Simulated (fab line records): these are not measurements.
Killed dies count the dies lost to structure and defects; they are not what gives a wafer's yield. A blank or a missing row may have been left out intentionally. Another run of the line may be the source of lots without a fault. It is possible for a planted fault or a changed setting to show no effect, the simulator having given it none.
Struck lot and sound lot, side by side | flow n5Finfet | 38 steps out of a route of 1938
Sound: wafers L536.4, L536.5. Wafers L540.2, L540.3, L540.4 were the ones struck. At the end, the cause is stated.
At each step with rows: each side's tool, then ch and its chambers, then its first start. Under that, the readings that differ: sound wafers | struck wafers | difference of the means | sigmas: that difference in standard deviations of wafers without a fault.
alike: a reading whose means differ by less than 2 such deviations, as well as words and numbers matching on both sides. not compared: withheld readings; readings where some wafer has no value; bounds like >300 that might hide an equal value; numbers whose values overlap and for which the record gives no deviation.
Wherever a step has rows on one side only, a row that says differs or no value, or a row with sigmas, the two part there. Numbers that have no deviation but don't overlap get no sigmas and don't part them. Lack of a reading on every wafer of one side parts them only where that side has two or more wafers.

first, 9 steps without rows for these wafers: N5_PMOS_HMC_CHANNEL_EPI_EPI_26 (deposits Si from SiH4/H2, target thk 3.8 nm, time 22.7 s); N5_FIN_SAQP_PRECLEAN_42 (cleans in O3/DIW, time 60 s); N5_FIN_SAQP_PRECLEAN_00 (cleans in SC1, time 60 s); N5_FIN_SAQP_PRECLEAN_44 (cleans in SC2, time 45 s); N5_FIN_SAQP_SRD_01 (time 30 s); N5_FIN_SAQP_ALD_61 (deposits SiO2, target thk 4 nm, pulse time 1 s, purge time 2 s); N5_FIN_SAQP_DENSIFY_62 (time 60 s); N5_FIN_SAQP_HM_DEP_03 (deposits SiNx from SiH4/NH3/N2, target thk 38 nm, time 33.6 s); N5_FIN_SAQP_PECVD_47 (deposits a-Si from SiH4/He, target thk 45 nm, time 36.3 s).
N5_FIN_SAQP_PECVD_48: deposits SiNx from SiH4/NH3/N2, target thk 25 nm, time 22.1 s.
  sound on pecvd-03 ch 0,1, day 2 14:53; struck on pecvd-03 ch 1,2, day 3 16:23
  no value came back on the struck wafers for any of 6 readings (chamberPressureTorr (Torr), heaterPowerOuterW (W) and others); on the sound wafers chamberPressureTorr (Torr) reads 1.495 1.500
then, 16 steps without rows for these wafers: N5_FIN_SAQP_PECVD_06 (deposits a-Si from SiH4/He, target thk 60 nm, time 48.1 s); N5_FIN_SAQP_HM_DEP_72 (deposits SiO2 from SiH4/N2O, target thk 12 nm, time 7.2 s); N5_FIN_SAQP_COAT_49 (time 60 s, resist thk 100 nm); N5_FIN_SAQP_COAT_50 (time 60 s, resist thk 35 nm); N5_FIN_SAQP_COAT_10 (resist thk 90 nm); N5_FIN_SAQP_EBR_12; N5_FIN_SAQP_SOFTBAKE_11 (time 60 s); N5_FIN_SAQP_EXPOSE_13 (exposes mask FIN CORE, target cd 35.6 nm); N5_FIN_SAQP_PEB_14 (peb time 60 s); N5_FIN_SAQP_DEVELOP_15 (develop time 30 s); N5_FIN_SAQP_DESCUM_21 (chemistry O2, time 7.9 s); N5_FIN_SAQP_ETCH_51 (etches SiARC in CF4, target depth 45.5 nm, time 75.8 s); N5_FIN_SAQP_ETCH_52 (etches SOC in N2/H2, target depth 100 nm, overetch 20 nm, time 150 s); N5_FIN_SAQP_STRIP_53 (strips in N2/H2); N5_FIN_SAQP_HM_OPEN_73 (chemistry CHF3/O2, target SiO2, stops on a-Si, target depth 12 nm, time 16.8 s); N5_FIN_SAQP_STRIP_74 (strips in CHF3/O2).
N5_FIN_SAQP_MANDREL_ETCH_22: etches a-Si in HBr/Cl2, stops on SiNx, target depth 60 nm, bt time 10 s, time 30 s.
  sound on rieSi-05 ch 0,2, day 2 16:05; struck on rieSi-04 ch 0,3, day 3 17:25
reading                                     | sound      | struck           | difference | sigmas
model.SiNx_of_FIN_SAQP_HM_DEP_03.thkNm (nm) | 38.59 37.6 | 37.2 36.83 37.57 | -0.9       | 
  alike: drypumpMotorCurrentA, heBacksideLeakSccm, oesProductAu, throttleValvePct
  not compared: rfHoursCounterH
then, 7 steps without rows for these wafers: N5_FIN_SAQP_STRIP_55 (strips in N2/H2); N5_FIN_SAQP_STRIP_23 (strips in SPM, time 750 s); N5_FIN_SAQP_SRD_66 (time 30 s); N5_FIN_SAQP_RECESS_75 (chemistry HF/NH3, target SiO2, target depth 14.4 nm, afs cycles 3, sublimation time 60 s); N5_FIN_SAQP_SPACER1_ALD_24 (deposits SiO2, target thk 20.3 nm, pulse time 1 s, purge time 2 s); N5_FIN_SAQP_SPACER1_ETCHBACK_25 (etches SiO2 in CHF3/O2, target depth 24.4 nm, time 12.2 s); N5_FIN_SAQP_MANDREL1_REMOVE_56 (chemistry HBr/Cl2/O2, target a-Si, stops on SiNx, bt time 10 s).
N5_FIN_SAQP_ETCH_57: etches SiNx in CH3F/O2, target depth 32.5 nm, time 46.4 s.
  sound on rieDiel-06 ch 1,2, day 2 19:30; struck on rieDiel-05 ch 0,2,3, day 3 19:25
reading                 | sound       | struck         | difference | sigmas
etchRfOnTimeS (s)       | 45.5 47.1   | 6.0 6.0 6.0    | -40.3      | -29
oesProductAu (a.u.)     | 0.68 0.63   | 0.30 0.33 0.26 | -0.36      | -7
model.etch.depthNm (nm) | 25.42 24.88 | 0 0 0          | -25        | 
  alike: drypumpMotorCurrentA, rfVppV, showerheadPlenumPTorr, throttleValvePct
  not compared: rfHoursCounterH
N5_FIN_SAQP_CD_MEAS_31: the cd target is 8 nm.
  sound on cdSem-03 ch 0, day 2 21:18; struck on cdSem-03 ch 0, day 3 20:56
reading   | sound     | struck | difference                    | sigmas
cdNm (nm) | 8.03 8.37 | - - -  | no value on the struck wafers | 
N5_BEOL_M4_RC_MEAS_101:
  the record has rows for the sound wafers here (prober-01 ch 0, day 8 13:37) and none for the struck ones
-- the record jumps here: 10 days lie between the struck wafers' starts before and after (it left off in module BEOL_M4 and takes up again in module PASSIVATION, whose first step shown is number 1936 of the route) --
N5_PASSIVATION_PROBE_49:
  sound: prober-01 at day 12 22:15; struck: prober-02 at day 13 23:53
reading                 | sound     | struck         | difference | sigmas
defectLimitedYield (%)  | 89.1 93.2 | 0 0 0          | -91        | -61
killed_at_M0_to_M3      | 60 18     | 5 5 10         | -32        | -3
killed_at_M4_up         | 22 14     | 3 0 1          | -17        | -3
killedAtContacts        | 13 16     | 2 0 3          | -13        | -2
killedAtFrontEnd        | 31 28     | 1170 1175 1164 | +1140      | +95
killedDies              | 129 80    | 1180 1180 1180 | +1076      | +60
killedOnRim             | 23 5      | 152 152 152    | +138       | +33
killedOpen              | 100 55    | 9 4 15         | -68        | -5
killedShort             | 29 25     | 5 5 5          | -22        | -3
sort_bin_5_function (%) | 6.7 4.2   | 73.8 73.1 74.8 | +68.4      | +68
sortNPass               | 1051 1100 | 0 0 0          | -1076      | -60
sortYieldPct (%)        | 89.1 93.2 | 0 0 0          | -91        | -61
  alike: killedAtOther, sort_bin_6_memory

## WHERE THEY PART
Earliest at N5_FIN_SAQP_PECVD_48; latest, in this record, at N5_PASSIVATION_PROBE_49.

WHY: the cause the simulator had injected
At N5_FIN_SAQP_PECVD_48, the step was skipped entirely on pecvd-03 from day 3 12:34 on. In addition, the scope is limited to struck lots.
